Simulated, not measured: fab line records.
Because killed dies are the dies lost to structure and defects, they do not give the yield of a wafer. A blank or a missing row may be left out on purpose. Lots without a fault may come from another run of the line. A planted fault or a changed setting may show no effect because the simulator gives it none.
What tool caused it? / flow nand_harc / 35 wafers from 12 lots sampled at 5 of the route's 1159 steps

## WHAT THE GAUGES SHOWED, per wafer
NHARC_A_M0_INSPECT_27. Usual: raw_defect_count reads 423 (standard deviation 100).
lot=L453; measured=day 17 19:23; on=defect_inspect-01; raw_defect_count=668 503 415; flag=
lot=L455; measured=day 17 23:42; on=defect_inspect-01; raw_defect_count=343 378 334; flag=
lot=L456; measured=day 18 07:09; on=defect_inspect-01; raw_defect_count=465 364 691; flag=
lot=L463; measured=day 19 21:53; on=defect_inspect-02; raw_defect_count=335 351; flag=
lot=L467; measured=day 20 17:43; on=defect_inspect-02; raw_defect_count=459 499 417; flag=
lot=L470; measured=day 21 19:29; on=defect_inspect-02; raw_defect_count=412 486 369; flag=
lot=L469; measured=day 22 03:28; on=defect_inspect-02; raw_defect_count=528 491 529; flag=
lot=L472; measured=day 22 04:05; on=defect_inspect-01; raw_defect_count=421 330 317; flag=
lot=L471; measured=day 22 04:33; on=defect_inspect-01; raw_defect_count=459 537 571; flag=
lot=L475; measured=day 23 17:04; on=defect_inspect-01; raw_defect_count=411 398 432; flag=
lot=L474; measured=day 23 17:22; on=defect_inspect-01; raw_defect_count=584 324 315; flag=
lot=L476; measured=day 23 17:59; on=defect_inspect-01; raw_defect_count=359 435 462; flag=

NHARC_END_SORT_01. Usual: defect_limited_yield 95.3 %, standard deviation 1.3; killed_at_array 28, standard deviation 8.6; killed_at_other 0.7, standard deviation 1.2; killed_at_periphery 3.1, standard deviation 2.3; killed_dies 32, standard deviation 8.7; killed_open 3.2, standard deviation 1.7; killed_short 2.0, standard deviation 1.5; sort_bin_2_pct 1.5 %, standard deviation 0.58; sort_bin_3_pct 0.28 %, standard deviation 0.22; sort_bin_4_pct 3.0 %, standard deviation 0.86; sort_n_pass 645, standard deviation 8.7; sort_rim_yield_pct 97.8 %, standard deviation 1.4; sort_yield_pct 95.3 %, standard deviation 1.3.
lot=L463; measured=day 21 20:43; on=prober-01; defect_limited_yield (%)=94.7 96.6; killed_at_array=30 19; killed_at_other=2 1; killed_at_periphery=4 3; killed_dies=36 23; killed_open=7 3; killed_short=5 2; sort_bin_2_pct (%)=1.6 1.6; sort_bin_3_pct (%)=0.59 0.30; sort_bin_4_pct (%)=3.1 1.5; sort_n_pass=641 654; sort_rim_yield_pct (%)=96.2 97.2; sort_yield_pct (%)=94.7 96.6; flag=

## TOOL THAT RAN EACH LOT (tool first, then ch and the chambers of the sampled wafers, then the start)
lot=L453; NHARC_A_M0_ANNEAL_30=rtp_anneal-01 ch 0, day 17 18:32; NHARC_A_M1_ETCH_35=rie_diel-05 ch 0,1, day 17 21:03; NHARC_A_M1_DEGAS_29=pvd_sputter-02, day 17 22:00
lot=L455; NHARC_A_M0_ANNEAL_30=rtp_anneal-02 ch 0, day 17 22:52; NHARC_A_M1_ETCH_35=rie_diel-09 ch 0,3, day 18 01:22; NHARC_A_M1_DEGAS_29=pvd_sputter-01, day 18 02:20
lot=L456; NHARC_A_M0_ANNEAL_30=rtp_anneal-01 ch 0, day 18 06:20; NHARC_A_M1_ETCH_35=rie_diel-05 ch 1,2, day 18 08:47; NHARC_A_M1_DEGAS_29=pvd_sputter-02, day 18 09:44
lot=L463; NHARC_A_M0_ANNEAL_30=rtp_anneal-02 ch 0, day 19 21:05; NHARC_A_M1_ETCH_35=rie_diel-05 ch 0,2, day 19 23:34; NHARC_A_M1_DEGAS_29=pvd_sputter-01, day 20 00:29
lot=L467; NHARC_A_M0_ANNEAL_30=rtp_anneal-01 ch 0, day 20 17:01; NHARC_A_M1_ETCH_35=rie_diel-10 ch 0,3, day 20 19:15; NHARC_A_M1_DEGAS_29=pvd_sputter-01, day 20 20:12
lot=L470; NHARC_A_M0_ANNEAL_30=rtp_anneal-01 ch 0, day 21 18:40; NHARC_A_M1_ETCH_35=rie_diel-10 ch 0,1,2, day 21 21:04; NHARC_A_M1_DEGAS_29=pvd_sputter-02, day 21 22:00
lot=L469; NHARC_A_M0_ANNEAL_30=rtp_anneal-01 ch 0, day 22 02:39; NHARC_A_M1_ETCH_35=rie_diel-10 ch 1,2,3, day 22 05:01; NHARC_A_M1_DEGAS_29=pvd_sputter-03, day 22 05:58
lot=L472; NHARC_A_M0_ANNEAL_30=rtp_anneal-02 ch 0, day 22 03:24; NHARC_A_M1_ETCH_35=rie_diel-10 ch 2,3, day 22 05:46; NHARC_A_M1_DEGAS_29=pvd_sputter-01, day 22 06:42
lot=L471; NHARC_A_M0_ANNEAL_30=rtp_anneal-02 ch 0, day 22 03:46; NHARC_A_M1_ETCH_35=rie_diel-09 ch 0,2,3, day 22 06:06; NHARC_A_M1_DEGAS_29=pvd_sputter-02, day 22 07:02
lot=L475; NHARC_A_M0_ANNEAL_30=rtp_anneal-02 ch 0, day 23 16:22; NHARC_A_M1_ETCH_35=rie_diel-05 ch 0,1, day 23 18:42; NHARC_A_M1_DEGAS_29=pvd_sputter-01, day 23 19:38
lot=L474; NHARC_A_M0_ANNEAL_30=rtp_anneal-01 ch 0, day 23 16:33; NHARC_A_M1_ETCH_35=rie_diel-10 ch 1,2,3, day 23 18:55; NHARC_A_M1_DEGAS_29=pvd_sputter-03, day 23 19:51
lot=L476; NHARC_A_M0_ANNEAL_30=rtp_anneal-01 ch 0, day 23 17:10; NHARC_A_M1_ETCH_35=rie_diel-05 ch 0,2,3, day 23 19:32; NHARC_A_M1_DEGAS_29=pvd_sputter-01, day 23 20:28
- NHARC_A_M0_ANNEAL_30: time 90 s.
- NHARC_A_M1_ETCH_35: etches the open film in N2/H2, target depth 40 nm, overetch 12 nm, time 43.94 s.
- NHARC_A_M1_DEGAS_29: time 60 s.

## WHAT THE TOOLS THEMSELVES READ (means of the sampled wafers that have a number; where no wafer has one, the mark that the record gives instead)
NHARC_A_M0_ANNEAL_30. Usual: wafer_temp_C_max reads 226.5 (standard deviation 0.44).
lot=L453 tool=rtp_anneal-01 wafer_temp_C_max=226.7 flag=
lot=L455 tool=rtp_anneal-02 wafer_temp_C_max=226.0 flag=
lot=L456 tool=rtp_anneal-01 wafer_temp_C_max=226.6 flag=
lot=L463 tool=rtp_anneal-02 wafer_temp_C_max=225.8 flag=
lot=L467 tool=rtp_anneal-01 wafer_temp_C_max=226.7 flag=
lot=L470 tool=rtp_anneal-01 wafer_temp_C_max=226.7 flag=
lot=L469 tool=rtp_anneal-01 wafer_temp_C_max=226.7 flag=
lot=L472 tool=rtp_anneal-02 wafer_temp_C_max=225.9 flag=
lot=L471 tool=rtp_anneal-02 wafer_temp_C_max=226.2 flag=
lot=L475 tool=rtp_anneal-02 wafer_temp_C_max=225.8 flag=
lot=L474 tool=rtp_anneal-01 wafer_temp_C_max=227.2 flag=
lot=L476 tool=rtp_anneal-01 wafer_temp_C_max=226.7 flag=

NHARC_A_M1_ETCH_35. Usual: value, then standard deviation, for each; chamber_pressure_mTorr 30.003 mTorr / 0.023; drypump_motor_current_A 5.6 A / 0.44; oes_product_au 0.998 a.u. / 0.011; rf_vpp_V 432.0 V / 2.6; run_length_s 65.4 s / 0.39; showerhead_plenum_p_Torr 2.09 Torr / 0.095; throttle_valve_pct 14.171 % / 0.0089.
lot=L453; tool=rie_diel-05; chamber_pressure_mTorr (mTorr)=29.969; drypump_motor_current_A (A)=5.4; oes_product_au (a.u.)=1.007; rf_vpp_V (V)=430.7; run_length_s (s)=65.4; showerhead_plenum_p_Torr (Torr)=2.04; throttle_valve_pct (%)=14.165; flag=
lot=L455; tool=rie_diel-09; chamber_pressure_mTorr (mTorr)=30.026; drypump_motor_current_A (A)=5.8; oes_product_au (a.u.)=1.008; rf_vpp_V (V)=432.9; run_length_s (s)=65.7; showerhead_plenum_p_Torr (Torr)=2.13; throttle_valve_pct (%)=14.170; flag=
lot=L456; tool=rie_diel-05; chamber_pressure_mTorr (mTorr)=29.996; drypump_motor_current_A (A)=5.2; oes_product_au (a.u.)=0.995; rf_vpp_V (V)=431.4; run_length_s (s)=62.1; showerhead_plenum_p_Torr (Torr)=2.10; throttle_valve_pct (%)=14.175; flag=OFF
lot=L463; tool=rie_diel-05; chamber_pressure_mTorr (mTorr)=30.029; drypump_motor_current_A (A)=5.3; oes_product_au (a.u.)=0.989; rf_vpp_V (V)=431.6; run_length_s (s)=55.0; showerhead_plenum_p_Torr (Torr)=2.13; throttle_valve_pct (%)=14.171; flag=OFF
lot=L467; tool=rie_diel-10; chamber_pressure_mTorr (mTorr)=29.998; drypump_motor_current_A (A)=6.2; oes_product_au (a.u.)=1.010; rf_vpp_V (V)=432.0; run_length_s (s)=65.0; showerhead_plenum_p_Torr (Torr)=2.11; throttle_valve_pct (%)=14.178; flag=
lot=L470; tool=rie_diel-10; chamber_pressure_mTorr (mTorr)=30.000; drypump_motor_current_A (A)=5.8; oes_product_au (a.u.)=1.001; rf_vpp_V (V)=430.7; run_length_s (s)=65.0; showerhead_plenum_p_Torr (Torr)=2.05; throttle_valve_pct (%)=14.169; flag=
lot=L469; tool=rie_diel-10; chamber_pressure_mTorr (mTorr)=30.011; drypump_motor_current_A (A)=5.7; oes_product_au (a.u.)=0.991; rf_vpp_V (V)=429.6; run_length_s (s)=64.9; showerhead_plenum_p_Torr (Torr)=2.01; throttle_valve_pct (%)=14.163; flag=
lot=L472; tool=rie_diel-10; chamber_pressure_mTorr (mTorr)=29.983; drypump_motor_current_A (A)=5.6; oes_product_au (a.u.)=0.994; rf_vpp_V (V)=431.1; run_length_s (s)=65.3; showerhead_plenum_p_Torr (Torr)=2.06; throttle_valve_pct (%)=14.169; flag=
lot=L471; tool=rie_diel-09; chamber_pressure_mTorr (mTorr)=29.997; drypump_motor_current_A (A)=6.0; oes_product_au (a.u.)=0.989; rf_vpp_V (V)=432.8; run_length_s (s)=65.7; showerhead_plenum_p_Torr (Torr)=2.13; throttle_valve_pct (%)=14.164; flag=
lot=L475; tool=rie_diel-05; chamber_pressure_mTorr (mTorr)=30.014; drypump_motor_current_A (A)=5.4; oes_product_au (a.u.)=1.003; rf_vpp_V (V)=429.4; run_length_s (s)=65.2; showerhead_plenum_p_Torr (Torr)=2.00; throttle_valve_pct (%)=14.170; flag=
lot=L474; tool=rie_diel-10; chamber_pressure_mTorr (mTorr)=30.014; drypump_motor_current_A (A)=5.8; oes_product_au (a.u.)=0.989; rf_vpp_V (V)=428.9; run_length_s (s)=64.9; showerhead_plenum_p_Torr (Torr)=2.01; throttle_valve_pct (%)=14.168; flag=
lot=L476; tool=rie_diel-05; chamber_pressure_mTorr (mTorr)=30.022; drypump_motor_current_A (A)=5.3; oes_product_au (a.u.)=1.002; rf_vpp_V (V)=433.3; run_length_s (s)=65.4; showerhead_plenum_p_Torr (Torr)=2.14; throttle_valve_pct (%)=14.167; flag=

NHARC_A_M1_DEGAS_29. Usual: heater_power_w reads 340 W (standard deviation 33).
lot=L453; tool=pvd_sputter-02; heater_power_w (W)=343; flag=
lot=L455; tool=pvd_sputter-01; heater_power_w (W)=370; flag=
lot=L456; tool=pvd_sputter-02; heater_power_w (W)=349; flag=
lot=L463; tool=pvd_sputter-01; heater_power_w (W)=351; flag=
lot=L467; tool=pvd_sputter-01; heater_power_w (W)=337; flag=
lot=L470; tool=pvd_sputter-02; heater_power_w (W)=342; flag=
lot=L469; tool=pvd_sputter-03; heater_power_w (W)=341; flag=
lot=L472; tool=pvd_sputter-01; heater_power_w (W)=330; flag=
lot=L471; tool=pvd_sputter-02; heater_power_w (W)=361; flag=
lot=L475; tool=pvd_sputter-01; heater_power_w (W)=299; flag=
lot=L474; tool=pvd_sputter-03; heater_power_w (W)=355; flag=
lot=L476; tool=pvd_sputter-01; heater_power_w (W)=302; flag=

## THE ANSWER, worked out from the rows above alone
Rule: take the mean of a lot's wafers that have a number; if it is more than 3 standard deviations from the usual mean, the lot is off. Also off: a lot with no number at a reading for which 4 or more lots have one. Any other lot the step has rows for is counted as sound. The gauges are gone through in route order, then the tools' own readings, and for those a lot's mean is taken as printed above. At the first step where some lot is off, the reading lying furthest off is the one used; lots without a number count as furthest.
Off: L456, L463, at NHARC_A_M1_ETCH_35 (run_length_s).
A tool fits if, at that step or a process step before it, it ran every lot that is off, and no sound lot after the first of them. Not one of the candidates tried fits.

## WHAT WAS PUT IN BY THE SIMULATOR
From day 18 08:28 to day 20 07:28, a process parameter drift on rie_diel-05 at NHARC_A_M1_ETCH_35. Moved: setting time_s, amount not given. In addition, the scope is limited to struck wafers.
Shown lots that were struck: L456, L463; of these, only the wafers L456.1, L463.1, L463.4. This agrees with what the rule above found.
